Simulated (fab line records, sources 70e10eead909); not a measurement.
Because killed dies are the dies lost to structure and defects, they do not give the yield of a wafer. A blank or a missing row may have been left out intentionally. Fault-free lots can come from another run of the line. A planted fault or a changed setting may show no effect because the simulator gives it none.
The tool behind it: which one?    flow nandHarc    at 1 step of a route of 1302, 22 lots with 66 wafers sampled

WHAT THE GAUGES READ, wafer by wafer
NHARC_A_SGD_CUT_OVL_MEAS_10. Usual: overlayXNm -0.1 nm, standard deviation 0.77; overlayYNm 0.1 nm, standard deviation 0.79.
lot   measured      on          overlayXNm (nm)  overlayYNm (nm)  flag
L074  day 19 08:01  overlay-01  -0.1 -0.3 0.2    -0.3 -0.5 -0.3   
L075  day 19 16:59  overlay-01  -0.7 -1.0 -1.1   0.3 0.1 -0.4     
L076  day 20 12:31  overlay-01  -0.5 -0.4 -0.8   1.1 0.8 1.4      
L079  day 20 20:57  overlay-02  -0.7 -0.3 -0.1   -0.2 0.0 -0.6    
L078  day 20 21:08  overlay-01  0.9 0.4 0.7      -0.4 0.0 -0.6    
L080  day 22 07:25  overlay-01  0.1 -0.6 -0.4    -0.9 -0.4 -0.2   
L081  day 22 08:41  overlay-01  0.2 -0.7 0.0     0.1 -0.1 0.4     
L083  day 23 08:11  overlay-02  -0.3 0.6 0.6     -0.6 -1.1 -1.1   
L085  day 23 16:21  overlay-01  -0.5 0.1 -0.1    0.1 -0.4 -0.3    
L084  day 23 17:31  overlay-02  0.4 0.4 0.4      1.3 1.6 1.6      
L086  day 24 07:25  overlay-02  -0.7 -0.5 0.1    1.3 0.9 1.9      
L087  day 25 01:11  overlay-01  -1.0 -1.0 -1.7   1.1 1.4 1.1      
L088  day 25 14:23  overlay-01  -1.0 -0.5 -1.3   -0.2 0.4 -0.1    
L090  day 25 14:32  overlay-02  0.4 0.3 0.0      -0.5 -0.8 0.0    
L089  day 25 15:44  overlay-01  -1.0 -0.6 -0.9   -0.3 -0.2 0.2    
L091  day 25 21:45  overlay-02  0.6 0.2 0.2      1.0 0.3 0.7      
L092  day 26 16:50  overlay-02  -1.0 -0.6 -1.1   -1.6 -1.4 -1.0   
L094  day 27 05:02  overlay-02  1.1 1.2 1.0      0.6 0.2 0.3      
L093  day 27 05:14  overlay-02  0.9 1.2 0.4      0.4 0.8 0.6      
L095  day 27 22:50  overlay-01  -1.6 -0.6 -1.8   -0.7 -0.5 -0.5   
L096  day 28 16:16  overlay-01  0.6 0.8 0.5      -0.2 0.2 0.0     
L097  day 28 16:36  overlay-01  -1.3 -0.8 -1.4   0.4 -0.1 0.0     

TOOL THAT RAN EACH LOT (tool first, then ch and the chambers of the sampled wafers, then the start)
The record holds no process step before these readings.

WHAT THE TOOLS THEMSELVES READ (means of the sampled wafers that have a number; where no wafer has one, the mark that the record gives instead)
The record holds no such reading with a usual standard deviation.

THE ANSWER, worked out from the rows above alone
Rule: take the mean of a lot's wafers that have a number; if it is more than 3 standard deviations from the usual mean, the lot is off. A lot without any number at a reading at which 4 lots or more have one is off too. Any other lot the step has rows for is counted as sound. Order of review: gauges by route order, followed by the tools' own readings, for which a lot's mean as printed above is used. At the first step where some lot is off, the reading lying furthest off is the one used; lots without a number count as furthest.
None of the lots is off at any reading shown; this tells nothing.

WHAT WAS PUT IN BY THE SIMULATOR
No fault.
